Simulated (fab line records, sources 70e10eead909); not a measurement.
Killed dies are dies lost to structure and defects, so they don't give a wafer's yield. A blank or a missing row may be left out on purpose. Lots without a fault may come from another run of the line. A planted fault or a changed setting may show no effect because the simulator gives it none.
fab line records | flow nand_harc | part 1 of 2: steps 1 to 24 of 33
record lots=5 wafers=15 last_day=28
route steps=1159 shown A_SLIT@802 A_SIN_REMOVE@804 A_WL_FILL@809 A_CONTACT@840
lots that met no fault: from a run of the same line without faults
start_h: hours from the record's first day to the start of the lot's first wafer shown | wait_h: hours since the lot's step before | " the same as in the row above | L1.1+2: a row that stands for several wafers | - no value, or no start given | * or withheld: withheld | < > ~ a bound
route shown NAME@n: a module of which the file shows steps, and the number in the route of the first | usual: mean/standard deviation of fault-free wafers | same: alike in all rows | chamber/n: place in a boat | sites: the reading at each site | _std_site: their standard deviation | _edge_site: outer sites' mean less inner sites' | radius_mm: how far each site lies from the wafer's centre | mask NAME#n: copy n | behind: the tool/chamber that last shaped the wafer | hold: why the lot was held/for how many hours/how that ended | device: the transistor (n, p or np) that didn't switch | end of line: the same wafers' tests at the end of the route | a step without rows: its recipe alone | killed: dies lost to structure and defects at the first sort, not the wafer's yield | map: a wafer's dies, x killed, . not, _ none there
set.NAME: the setting as run; set.NAME@STEP: as run at that earlier step | model.NAME: the simulator's own value behind a step, which no gauge read
lots at some steps of the route; a table a step, a row a wafer
services: from which hour (start_h, from the record's first day; less than 0 if before it) a tool's chamber was out of use, for how many hours, and why
## steps
# step NHARC_A_SLIT_SRD_20
# columns lot.wafer tool chamber start_h wait_h
L084.3+1+6 wet_bench-02 7,0,2 - -
L079.1+2+3 wet_bench-02 5,6,7 - -
L081.4+5+1 wet_bench-03 0,2,5 - -
L094.5+4+2 wet_bench-02 2,5,7 - -
L097.4+5+3 wet_bench-05 6,7,0 - -
# step NHARC_A_SLIT_CD_MEAS_21
# usual cd_nm=289.4/0.88
# columns lot.wafer tool chamber start_h wait_h cd_nm
L084.1 cd_sem-02 - 407.75 - 287.8
L084.3 " - " " 288.4
L084.6 " - " " 288.0
L079.1 cd_sem-03 - 408.65 - 289.8
L079.2 " - " " 289.7
L079.3 " - " " 290.4
L081.1 cd_sem-02 - 409.44 - 290.4
L081.4 " - " " 289.9
L081.5 " - " " 290.4
L094.2 cd_sem-03 - 440.70 - 290.4
L094.4 " - " " 290.0
L094.5 " - " " 290.3
L097.3 cd_sem-02 - 460.55 - 289.7
L097.4 " - " " 289.4
L097.5 " - " " 289.1
# step NHARC_A_SIN_REMOVE_WET_00
# recipe temp_c=160 time_s=15300 chemistry=H3PO4
# usual temp_c=159.99/0.17
# columns lot.wafer tool chamber start_h wait_h temp_c
L079.1 wet_h3po4-01 1 409.97 1.3 160.14
L079.2 " 1 " " 160.12
L079.3 " 1 " " 160.01
L081.1 wet_h3po4-01 0 409.97 0.5 160.06
L081.4 " 0 " " 159.83
L081.5 " 0 " " 159.89
L084.1 wet_h3po4-01 1 409.97 2.2 159.80
L084.3 " 1 " " 159.93
L084.6 " 1 " " 159.95
L094.2 wet_h3po4-02 0 445.31 4.6 159.68
L094.4 " 0 " " 159.74
L094.5 " 0 " " 159.69
L097.3 wet_h3po4-02 0 463.27 2.7 159.91
L097.4 " 0 " " 160.12
L097.5 " 0 " " 160.24
# step NHARC_A_SIN_REMOVE_PRECLEAN_01
# recipe time_s=* temp_c=50 bath_age_min=0 chemistry=SC1
# usual h2o2_flow_mL_min=56.60/0.16 temp_c=50.00/0.11
# columns lot.wafer tool chamber start_h wait_h h2o2_flow_mL_min temp_c
L079.3 wet_bench-01 6 414.73 0.0 56.72 50.06
L079.2 " 1 " " 56.45 49.99
L079.1 " 3 " " 56.71 50.15
L084.1 wet_bench-04 2 414.73 0.0 56.60 49.87
L084.3 " 6 " " 56.98 50.20
L084.6 " 7 " " 56.64 49.93
L081.4 wet_bench-06 5 414.77 0.1 56.51 50.00
L081.5 " 0 " " 56.51 49.89
L081.1 " 1 " " 56.29 50.06
L094.4 wet_bench-01 7 450.03 0.0 56.52 49.82
L094.5 " 1 " " 56.56 50.16
L094.2 " 2 " " 56.55 50.18
L097.5 wet_bench-01 2 468.12 0.0 56.55 50.06
L097.4 " 4 " " 56.62 50.04
L097.3 " 7 " " 56.66 50.08
# step NHARC_A_SIN_REMOVE_SRD_02
# columns lot.wafer tool chamber start_h wait_h
L079.3+2+1 wet_bench-01 6,1,3 - -
L084.1+3+6 wet_bench-04 2,6,7 - -
L081.4+5+1 wet_bench-06 5,0,1 - -
L094.4+5+2 wet_bench-01 7,1,2 - -
L097.5+4+3 wet_bench-01 2,4,7 - -
# step NHARC_A_SIN_REMOVE_INSPECT_04
# usual raw_defect_count=279/61
# columns lot.wafer tool chamber start_h wait_h raw_defect_count
L079.1 defect_inspect-02 - 414.92 0.0 260
L079.2 " - " " 332
L079.3 " - " " 243
L084.1 defect_inspect-01 - 414.92 0.0 275
L084.3 " - " " 358
L084.6 " - " " 305
L081.1 defect_inspect-02 - 414.96 0.0 243
L081.4 " - " " 238
L081.5 " - " " 285
L094.2 defect_inspect-02 - 450.22 0.1 371
L094.4 " - " " 389
L094.5 " - " " 268
L097.3 defect_inspect-02 - 468.30 0.0 259
L097.4 " - " " 244
L097.5 " - " " 288
# step NHARC_A_WL_FILL_ALD_00
# recipe target_thk_a=30 pulse_time_s=3 ald_cycles=30 temp_c=300 material=Al2O3
# usual heater_power_w=451/59 precursor_pulse_height_rel=1.000/0.021 susceptor_temp_C=300.00/0.2
# same pulse_time_s=3
# columns lot.wafer tool chamber start_h wait_h heater_power_w precursor_pulse_height_rel susceptor_temp_C
L079.1 ald_hk-04 3 415.93 1.0 509 0.998 299.81
L079.3 " 0 " " 363 0.959 299.68
L079.2 " 1 " " 512 1.010 299.58
L084.1 ald_hk-04 0 416.07 1.1 373 1.002 299.99
L084.3 " 1 " " 516 0.991 299.78
L084.6 " 1 " " 510 0.993 299.89
L081.1 ald_hk-04 1 416.23 1.3 498 0.990 300.05
L081.4 " 0 " " 372 1.031 300.08
L081.5 " 1 " " 516 1.010 299.80
L094.4 ald_hk-01 0 450.34 0.1 470 0.997 -
L094.2 " 1 " " 463 1.029 -
L094.5 " 3 " " 422 1.029 -
L097.3 ald_hk-01 0 468.77 0.5 469 1.005 300.17
L097.4 " 2 " " 469 0.995 299.75
L097.5 " 0 " " 465 0.990 300.37
# step NHARC_A_WL_FILL_RTA_01
# recipe temp_c=1000 time_s=5
# usual lamp_power_pct=31/6.3 lamp_zone_4_pct=31/6.3 wafer_temp_C_max=1004.8/1.4
# columns lot.wafer tool chamber start_h wait_h lamp_power_pct lamp_zone_4_pct wafer_temp_C_max
L079.1 rtp_anneal-01 0 416.18 - 37 38 1004.6
L079.2 " 0 " " 37 37 1004.9
L079.3 " 0 " " 37 37 1005.6
L084.1 rtp_anneal-02 0 416.34 - 25 25 1004.3
L084.3 " 0 " " 25 25 1003.5
L084.6 " 0 " " 25 25 1004.7
L081.1 rtp_anneal-02 0 416.51 - 25 25 1003.5
L081.4 " 0 " " 25 25 1003.2
L081.5 " 0 " " 25 25 1004.1
L094.2 rtp_anneal-02 0 450.57 - 25 25 1004.2
L094.4 " 0 " " 25 25 1003.8
L094.5 " 0 " " 25 25 1003.9
L097.3 rtp_anneal-02 0 469.10 - 25 25 1003.9
L097.4 " 0 " " 25 25 1005.0
L097.5 " 0 " " 25 25 1004.4
# step NHARC_A_WL_FILL_ALD_02
# recipe target_thk_a=20 pulse_time_s=3 ald_cycles=100 temp_c=450 material=TiN
# usual heater_power_w=1082/110 precursor_pulse_height_rel=1.000/0.019 susceptor_temp_C=449.93/0.24
# same pulse_time_s=3
# columns lot.wafer tool chamber start_h wait_h heater_power_w precursor_pulse_height_rel susceptor_temp_C
L079.1 ald_metal-02 2 416.40 0.2 915 1.000 450.13
L079.2 " 3 " " 1308 1.007 449.87
L079.3 " 0 " " 983 1.038 449.95
L084.1 ald_metal-01 3 416.59 0.2 1104 0.986 449.88
L084.3 " 0 " " 1044 0.988 449.75
L084.6 " 2 " " 1001 1.012 449.99
L081.4 ald_metal-04 3 416.72 0.1 1127 0.997 449.67
L081.1 " 1 " " 1074 1.019 449.92
L081.5 " 3 " " 1122 0.972 449.73
L094.2 ald_metal-01 2 450.76 0.2 988 1.023 449.93
L094.4 " 0 " " 1057 1.023 449.96
L094.5 " 2 " " 999 1.017 450.22
L097.4 ald_metal-02 0 469.25 0.1 978 1.002 450.41
L097.3 " 1 " " 1117 0.994 449.59
L097.5 " 0 " " 997 1.008 450.20
# step NHARC_A_WL_FILL_CVD_03
# recipe target_thk_a=400 temp_c=300 pressure_torr=40 wf6_flow_sccm=40 h2_flow_sccm=1600 ar_flow_sccm=1560 time_s=3302 material=W
# usual heater_power_w=468/56 susceptor_temp_C=300.01/0.18 throttle_valve_pct=7.89/0.25
# columns lot.wafer tool chamber start_h wait_h heater_power_w susceptor_temp_C throttle_valve_pct
L079.1 cvd_w-01 1 422.51 5.7 384 300.14 8.12
L079.2 " 0 " " 532 299.98 8.23
L079.3 " 1 " " 391 300.21 8.06
L084.1 cvd_w-02 1 423.67 6.7 498 - 8.00
L084.3 " 1 " " 499 - 7.79
L084.6 " 1 " " 500 - 8.14
L081.1 cvd_w-01 1 425.87 8.8 373 299.89 8.16
L081.4 " 0 " " 533 300.04 8.25
L081.5 " 0 " " 529 299.98 8.12
L094.2 cvd_w-01 1 475.71 24.6 383 299.60 7.85
L094.4 " 0 477.13 26.0 528 300.14 7.83
L094.5 " 0 " " 541 299.91 7.91
L097.3 cvd_w-02 0 495.05 25.4 466 299.81 7.16
L097.4 " 1 " " 505 299.96 8.23
L097.5 " 1 " " 505 299.65 7.81
# step NHARC_A_WL_FILL_ETCHBACK_04
# recipe target_depth_a=600 time_s=120 chemistry=NF3
# usual drypump_motor_current_A=5.7/0.49 oes_product_au=1.009/0.0089
# columns lot.wafer tool chamber start_h wait_h drypump_motor_current_A oes_product_au rf_hours_counter_h
L079.1 rie_metal-02 1 425.89 2.9 5.6 1.011 1.0
L079.2 " 0 " " 5.6 1.009 1.0
L079.3 " 0 " " 5.6 1.005 -
L084.1 rie_metal-01 0 426.52 2.4 4.7 1.008 2.1
L084.3 " 1 " " 6.2 1.001 -
L084.6 " 1 " " 6.2 1.004 -
L081.1 rie_metal-02 1 428.75 2.4 5.6 1.014 1.2
L081.4 " 0 " " 5.6 1.012 -
L081.5 " 1 " " 5.6 1.011 -
L094.2 rie_metal-03 1 479.04 2.9 6.0 1.019 0.5
L094.4 " 1 " " 6.0 1.016 -
L094.5 " 1 " " 6.0 1.024 -
L097.4 rie_metal-02 0 497.48 1.5 5.6 1.016 -
L097.3 " 1 " " 5.6 1.009 -
L097.5 " 1 " " 5.6 1.006 -
# step NHARC_A_WL_FILL_ETCHBACK_05
# recipe target_depth_a=220 time_s=60 temp_c=40 chemistry=Cl2/BCl3
# usual drypump_motor_current_A=5.7/0.5 oes_product_au=1.006/0.0086 temp_c=40.00/0.1
# columns lot.wafer tool chamber start_h wait_h drypump_motor_current_A oes_product_au rf_hours_counter_h temp_c
L079.1 rie_metal-02 1 426.13 0.2 5.6 1.008 1.1 39.96
L079.2 " 0 " " 5.6 1.000 1.1 39.99
L079.3 " 0 " " 5.6 1.005 - 40.08
L084.1 rie_metal-01 0 426.73 0.2 4.7 1.001 2.2 39.94
L084.3 " 0 " " 4.7 1.003 - 40.13
L084.6 " 1 " " 6.3 0.996 - 39.97
L081.1 rie_metal-02 0 428.97 0.2 5.6 1.006 1.4 39.78
L081.4 " 1 " " 5.6 1.018 - 40.14
L081.5 " 1 " " 5.6 1.018 - 40.10
L094.2 rie_metal-03 0 479.29 0.2 6.0 1.021 0.6 40.00
L094.4 " 0 " " 6.0 1.021 - 40.13
L094.5 " 0 " " 6.0 1.020 - 40.02
L097.4 rie_metal-02 1 497.68 0.2 5.6 1.020 - 39.95
L097.3 " 0 " " 5.6 1.006 - 39.97
L097.5 " 0 " " 5.6 1.007 - 40.00
# step NHARC_A_WL_FILL_STRIP_27
# recipe power_w=1500 temp_c=250 time_s=20 chemistry=N2/H2
# usual drypump_motor_current_A=5.7/0.31 heater_power_w=324/36 rf_refl_power_W=22/6 temp_c=250.01/0.18
# columns lot.wafer tool chamber start_h wait_h drypump_motor_current_A heater_power_w rf_hours_counter_h rf_refl_power_W temp_c
L079.2 plasma_asher-01 1 426.27 0.1 5.6 280 57 26 250.08
L079.1 " 0 " " 5.3 332 57 27 250.02
L079.3 " 0 " " 5.3 332 - 27 250.02
L084.1 plasma_asher-01 0 426.86 0.1 5.3 334 57 26 249.90
L084.3 " 0 " " 5.3 330 - 26 249.80
L084.6 " 0 " " 5.3 328 - 26 249.92
L081.1 plasma_asher-01 1 429.13 0.1 5.6 278 58 26 250.22
L081.4 " 1 " " 5.6 277 - 26 249.94
L081.5 " 1 " " 5.6 278 - 27 249.59
L094.2 plasma_asher-02 1 479.75 0.4 6.1 324 31 11 250.14
L094.4 " 1 " " 6.1 316 - 11 250.09
L094.5 " 1 " " 6.1 316 - 11 250.07
L097.4 plasma_asher-01 1 497.84 0.1 5.6 289 - 26 250.21
L097.3 " 0 " " 5.3 328 - 27 249.92
L097.5 " 0 " " 5.3 327 - 27 249.64
# step NHARC_A_WL_FILL_STRIP_28
# recipe time_s=1200 temp_c=72.5 chemistry=post_etch_residue_remover
# usual temp_c=72.51/0.13
# columns lot.wafer tool chamber start_h wait_h temp_c
L079.1 wet_bench-07 6 426.47 0.2 72.46
L079.2 " 0 " " 72.40
L079.3 " 1 " " 72.63
L084.3 wet_bench-05 2 427.06 0.1 72.47
L084.6 " 3 " " 72.55
L084.1 " 5 " " 72.49
L081.4 wet_bench-05 7 429.29 0.1 72.70
L081.5 " 0 " " 72.61
L081.1 " 4 " " 72.24
L094.5 wet_bench-05 7 479.93 0.1 72.54
L094.2 " 0 " " 72.45
L094.4 " 4 " " 72.44
L097.5 wet_bench-07 1 497.99 0.1 72.50
L097.4 " 3 " " 72.40
L097.3 " 4 " " 72.44
# step NHARC_A_WL_FILL_PRECLEAN_06
# recipe time_s=300 chemistry=DIW
# columns lot.wafer tool chamber start_h wait_h
L079.1+2+3 wet_bench-07 6,0,1 - -
L084.3+6+1 wet_bench-05 2,3,5 - -
L081.4+5+1 wet_bench-05 7,0,4 - -
L094.5+2+4 wet_bench-05 7,0,4 - -
L097.5+4+3 wet_bench-07 1,3,4 - -
# step NHARC_A_WL_FILL_SRD_07
# columns lot.wafer tool chamber start_h wait_h
L079.1+2+3 wet_bench-07 6,0,1 - -
L084.3+6+1 wet_bench-05 2,3,5 - -
L081.4+5+1 wet_bench-05 7,0,4 - -
L094.5+2+4 wet_bench-05 7,0,4 - -
L097.5+4+3 wet_bench-07 1,3,4 - -
# step NHARC_A_WL_FILL_ANNEAL_08
# recipe temp_c=450 time_s=1800
# columns lot.wafer tool chamber start_h wait_h
L079.1+2+3 furnace-01 0 431.74 -
L081.1+4+5 furnace-01 0 431.74 -
L084.1+3+6 furnace-01 0 431.74 -
L094.2+4+5 furnace-01 0 483.49 -
L097.3+4+5 furnace-04 0 502.74 -
# step NHARC_A_WL_FILL_ALD_10
# recipe target_thk_a=500 pulse_time_s=10 ald_cycles=500 temp_c=300 material=SiO2
# usual heater_power_w=454/56 precursor_pulse_height_rel=1.000/0.021 susceptor_temp_C=299.97/0.19
# same pulse_time_s=10
# columns lot.wafer tool chamber start_h wait_h heater_power_w precursor_pulse_height_rel susceptor_temp_C
L079.3 ald_hk-03 1 433.26 0.1 415 0.993 300.04
L079.1 " 3 434.29 1.1 520 0.976 300.09
L079.2 " 0 " " 507 1.011 300.13
L081.1 ald_hk-01 1 433.78 0.6 468 1.006 299.65
L081.4 " 3 434.81 1.6 421 1.006 299.73
L081.5 " 0 " " 454 0.974 299.61
L084.3 ald_hk-04 1 436.36 3.2 521 1.004 -
L084.1 " 3 437.37 4.2 490 1.052 -
L084.6 " 1 438.38 5.2 520 1.043 -
L094.4 ald_hk-03 2 484.99 0.0 359 0.960 300.35
L094.2 " 0 486.03 1.1 495 1.014 300.21
L094.5 " 3 487.60 2.7 530 0.979 299.89
L097.3 ald_hk-01 0 504.76 0.6 468 0.936 299.58
L097.4 " 1 " " 457 0.985 300.05
L097.5 " 0 506.79 2.6 473 1.015 300.08
# step NHARC_A_WL_FILL_ETCHBACK_16
# recipe target_depth_a=880 time_s=17.6 c4f8_flow_sccm=withheld o2_flow_sccm=8 ar_flow_sccm=withheld rf_w=600 bias_w=800 chemistry=C4F8/O2/Ar
# usual oes_product_au=0.988/0.021 rf_vpp_V=724/5.1
# columns lot.wafer tool chamber start_h wait_h oes_product_au rf_hours_counter_h rf_vpp_V
L079.3 rie_diel-02 2 - - 0.953 1.3 721
L079.1 " 3 " " 0.958 1.4 719
L079.2 " 0 " " 0.973 1.5 728
L081.1 rie_diel-07 0 - - 1.000 0.6 726
L081.4 " 1 " " 1.016 0.6 726
L081.5 " 0 " " 0.996 - 728
L084.3 rie_diel-02 0 - - 0.985 1.5 729
L084.1 " 1 " " 0.970 1.5 727
L084.6 " 1 " " 0.963 - 727
L094.2 rie_diel-07 0 - - 0.988 2.2 729
L094.4 " 3 " " 0.981 2.1 731
L094.5 " 0 " " 0.992 - 726
L097.3 rie_diel-13 3 - - 0.989 1.8 716
L097.4 " 0 " " 0.997 1.8 717
L097.5 " 3 " " 1.001 - 718
# step NHARC_A_WL_FILL_STRIP_29
# recipe time_s=20 o2_flow_sccm=500 ar_flow_sccm=0 bias_w=0 chemistry=O2
# usual drypump_motor_current_A=5.6/0.58 oes_product_au=1.000/0.0084 rf_vpp_V=57.8/1 showerhead_plenum_p_Torr=3.55/0.17 throttle_valve_pct=17.036/0.0097
# columns lot.wafer tool chamber start_h wait_h drypump_motor_current_A oes_product_au rf_hours_counter_h rf_vpp_V showerhead_plenum_p_Torr throttle_valve_pct
L079.1 rie_diel-02 3 438.00 0.1 5.1 1.018 1.4 58.7 3.37 17.039
L079.2 " 0 " " 5.7 1.005 1.5 58.5 3.75 17.041
L079.3 " 1 " " 6.2 0.985 1.5 56.5 3.63 17.041
L081.1 rie_diel-07 0 438.02 0.1 4.9 0.998 0.7 58.4 3.63 17.032
L081.4 " 1 " " 5.3 1.006 0.6 57.1 3.60 17.019
L081.5 " 2 " " 5.3 1.003 - 58.3 3.70 17.028
L084.3 rie_diel-02 2 440.54 0.1 4.8 1.012 1.3 55.5 3.42 17.033
L084.1 " 3 " " 5.1 1.000 1.4 55.4 3.37 17.041
L084.6 " 2 " " 4.8 0.998 - 58.2 3.42 17.034
L094.4 rie_diel-07 2 489.76 0.1 5.2 1.007 2.0 59.3 3.70 17.042
L094.2 " 0 " " 5.0 1.012 2.2 59.6 3.63 17.055
L094.5 " 1 " " 5.3 1.009 - 57.7 3.60 17.025
L097.3 rie_diel-13 3 508.94 0.1 6.4 0.997 1.8 58.5 3.31 17.048
L097.4 " 0 " " 6.3 1.006 1.8 58.2 3.31 17.033
L097.5 " 0 " " 6.3 0.999 - 58.0 3.31 17.055
# step NHARC_A_WL_FILL_ETCHBACK_17
# recipe target_depth_a=40 time_s=26.7 chemistry=Cl2/BCl3
# usual drypump_motor_current_A=5.7/0.55 oes_product_au=1.007/0.0096
# columns lot.wafer tool chamber start_h wait_h drypump_motor_current_A oes_product_au rf_hours_counter_h
L079.1 rie_metal-01 0 438.09 - 4.7 1.006 2.6
L079.2 " 1 " " 6.3 0.984 2.6
L079.3 " 1 " " 6.3 0.991 -
L081.1 rie_metal-03 1 438.12 - 6.0 1.025 2.7
L081.4 " 1 " " 6.0 1.014 -
L081.5 " 0 " " 6.0 1.000 -
L084.1 rie_metal-01 0 440.62 - 4.7 1.007 2.7
L084.3 " 1 " " 6.3 0.994 -
L084.6 " 1 " " 6.3 0.993 -
L094.2 rie_metal-03 1 489.84 - 6.0 1.024 1.0
L094.4 " 0 " " 6.0 1.021 -
L094.5 " 0 " " 6.0 1.017 -
L097.3 rie_metal-03 1 509.07 - 6.0 1.018 -
L097.4 " 0 " " 6.0 1.020 -
L097.5 " 0 " " 6.0 1.014 -
# step NHARC_A_WL_FILL_PRECLEAN_18
# recipe time_s=30 chemistry=dHF
# columns lot.wafer tool chamber start_h wait_h
L079.3+2+1 wet_bench-05 1,3,5 438.28 0.1
L081.5+1+4 wet_bench-09 1,3,5 438.28 0.1
L084.1+6+3 wet_bench-09 0,1,3 440.80 0.2
L094.5+4+2 wet_bench-07 0,1,2 490.03 0.1
L097.3+4+5 wet_bench-09 1,3,4 509.22 0.1
# step NHARC_A_WL_FILL_SRD_21
# columns lot.wafer tool chamber start_h wait_h
L079.3+2+1 wet_bench-05 1,3,5 438.30 0.0
L081.5+1+4 wet_bench-09 1,3,5 438.31 0.0
L084.1+6+3 wet_bench-09 0,1,3 440.83 0.0
L094.5+4+2 wet_bench-07 0,1,2 490.06 0.0
L097.3+4+5 wet_bench-09 1,3,4 509.24 0.0
# step NHARC_A_WL_FILL_CVD_23
# recipe target_thk_a=400 temp_c=620 pressure_mtorr=200 time_s=800 material=poly-Si
# columns lot.wafer tool chamber start_h wait_h
L079.1+2+3 lpcvd_poly-02 0 440.73 2.4
L081.1+4+5 lpcvd_poly-02 0 440.73 2.4
L084.1+3+6 lpcvd_poly-03 0 443.08 2.3
L094.2+4+5 lpcvd_poly-01 0 492.65 2.6
L097.3+4+5 lpcvd_poly-03 0 511.49 2.3
